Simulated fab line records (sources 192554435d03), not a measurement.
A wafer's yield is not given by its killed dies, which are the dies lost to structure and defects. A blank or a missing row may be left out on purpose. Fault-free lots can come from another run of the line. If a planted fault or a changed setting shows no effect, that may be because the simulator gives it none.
Split-lot trial :: flow n5 finfet :: 21 wafers read from 7 lots, route of 1938 steps

SPLIT DETAILS
At N5_MOL_CONTACT_COAG_ETCH_67 (etches SOC in N2/H2, target depth 60 nm, overetch 21 nm, time 101.2 s), the setting source w was moved away from the recipe's 840 W on 9 of the 21 wafers read, by -16.1% to +12.7%. All remaining wafers had this setting at the recipe value.

The reading is taken at the split's own step.

THE READING
rf vpp V, in V, at N5_MOL_CONTACT_COAG_ETCH_67 (etches SOC in N2/H2, target depth 60 nm, overetch 21 nm, time 101.2 s). Fault-free wafers of this fab line usually give 523.7 V, standard deviation 2.4 V.

wafer: L075.1
tool, chamber at the split: rie diel-04, 1
source w as run, W: 704.7
against the recipe: -16.1%
rf vpp V, V: 555.5
against lot-mates on the recipe: +31.3

wafer: L075.3
tool, chamber at the split: rie diel-04, 0
source w as run, W: 704.7
against the recipe: -16.1%
rf vpp V, V: 553.6
against lot-mates on the recipe: +29.4

wafer: L075.5
tool, chamber at the split: rie diel-04, 3
source w as run, W: 840
against the recipe: recipe
rf vpp V, V: 524.2
against lot-mates on the recipe: -

wafer: L076.1
tool, chamber at the split: rie diel-06, 0
source w as run, W: 840
against the recipe: recipe
rf vpp V, V: 525.7
against lot-mates on the recipe: -

wafer: L076.2
tool, chamber at the split: rie diel-06, 3
source w as run, W: 840
against the recipe: recipe
rf vpp V, V: 524.2
against lot-mates on the recipe: -

wafer: L076.4
tool, chamber at the split: rie diel-06, 3
source w as run, W: 840
against the recipe: recipe
rf vpp V, V: 522.4
against lot-mates on the recipe: -

wafer: L079.1
tool, chamber at the split: rie diel-04, 1
source w as run, W: 840
against the recipe: recipe
rf vpp V, V: 525.6
against lot-mates on the recipe: -

wafer: L079.2
tool, chamber at the split: rie diel-04, 3
source w as run, W: 899.2
against the recipe: +7.0%
rf vpp V, V: 510.4
against lot-mates on the recipe: -13.2

wafer: L079.4
tool, chamber at the split: rie diel-04, 0
source w as run, W: 840
against the recipe: recipe
rf vpp V, V: 521.6
against lot-mates on the recipe: -

wafer: L084.4
tool, chamber at the split: rie diel-02, 0
source w as run, W: 840
against the recipe: recipe
rf vpp V, V: 526.6
against lot-mates on the recipe: -

wafer: L084.5
tool, chamber at the split: rie diel-02, 2
source w as run, W: 840
against the recipe: recipe
rf vpp V, V: 524.7
against lot-mates on the recipe: -

wafer: L084.6
tool, chamber at the split: rie diel-02, 1
source w as run, W: 894
against the recipe: +6.4%
rf vpp V, V: 516.1
against lot-mates on the recipe: -9.6

wafer: L088.1
tool, chamber at the split: rie diel-06, 3
source w as run, W: 784.8
against the recipe: -6.6%
rf vpp V, V: 533.1
against lot-mates on the recipe: +8.2

wafer: L088.2
tool, chamber at the split: rie diel-06, 0
source w as run, W: 784.8
against the recipe: -6.6%
rf vpp V, V: 536.9
against lot-mates on the recipe: +12.0

wafer: L088.4
tool, chamber at the split: rie diel-06, 0
source w as run, W: 840
against the recipe: recipe
rf vpp V, V: 524.9
against lot-mates on the recipe: -

wafer: L094.1
tool, chamber at the split: rie diel-02, 3
source w as run, W: 840
against the recipe: recipe
rf vpp V, V: 528.0
against lot-mates on the recipe: -

wafer: L094.5
tool, chamber at the split: rie diel-02, 1
source w as run, W: 909.2
against the recipe: +8.2%
rf vpp V, V: 512.1
against lot-mates on the recipe: -14.3

wafer: L094.6
tool, chamber at the split: rie diel-02, 0
source w as run, W: 840
against the recipe: recipe
rf vpp V, V: 524.8
against lot-mates on the recipe: -

wafer: L096.1
tool, chamber at the split: rie diel-06, 1
source w as run, W: 946.9
against the recipe: +12.7%
rf vpp V, V: 505.0
against lot-mates on the recipe: -19.4

wafer: L096.4
tool, chamber at the split: rie diel-06, 2
source w as run, W: 946.9
against the recipe: +12.7%
rf vpp V, V: 499.2
against lot-mates on the recipe: -25.2

wafer: L096.6
tool, chamber at the split: rie diel-06, 1
source w as run, W: 840
against the recipe: recipe
rf vpp V, V: 524.4
against lot-mates on the recipe: -

FIT RESULTS
A straight line over all 21 wafers: rf vpp V changes by -1.78 V for each +1% of source w; r = -0.99; the points scatter about the line by 2 V.
The same after taking each lot's own level away (the mean of its wafers on the recipe; 21 wafers): -1.79 V for each +1%; r = -0.99; scatter 1.8 V.
That fit puts the effect of the largest move of source w on the reading at 29 V.
The lots' own levels span 523.60 to 526.40 V, that is 1.2 times the standard deviation above.
So the lot-to-lot level changes the slope little: the two slopes agree.
Check: +28.1 V against its lot-mates is what the line predicts for one of the wafers moved furthest among these (-16.1%) when that wafer is left out of the fit. It came out at +31.3 V against them.
Tool readings at the split's step, against how far the setting was moved: rf vpp V r = -0.99.

OTHER SPLITS ON THESE WAFERS
Note: prior to the reading, these wafers also went through further splits. Each is held against what the fit with the lots' levels taken away leaves over:
other split on the same wafers: N5_GATE_CUT_ETCH_36 cf4 flow sccm
wafers away from the commonest value: 8
r with rf vpp V (lot level and that fit taken away): +0.26

other split on the same wafers: N5_GATE_CUT_ALD_22 ald cycles
wafers away from the commonest value: 5
r with rf vpp V (lot level and that fit taken away): +0.04

other split on the same wafers: N5_MOL_CONTACT_COAG_EXPOSE_37 dose mj
wafers away from the commonest value: 10
r with rf vpp V (lot level and that fit taken away): -0.03

FILE'S OWN FIT
rf vpp V changes by -1.78 V for each +1% of source w, r = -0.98.
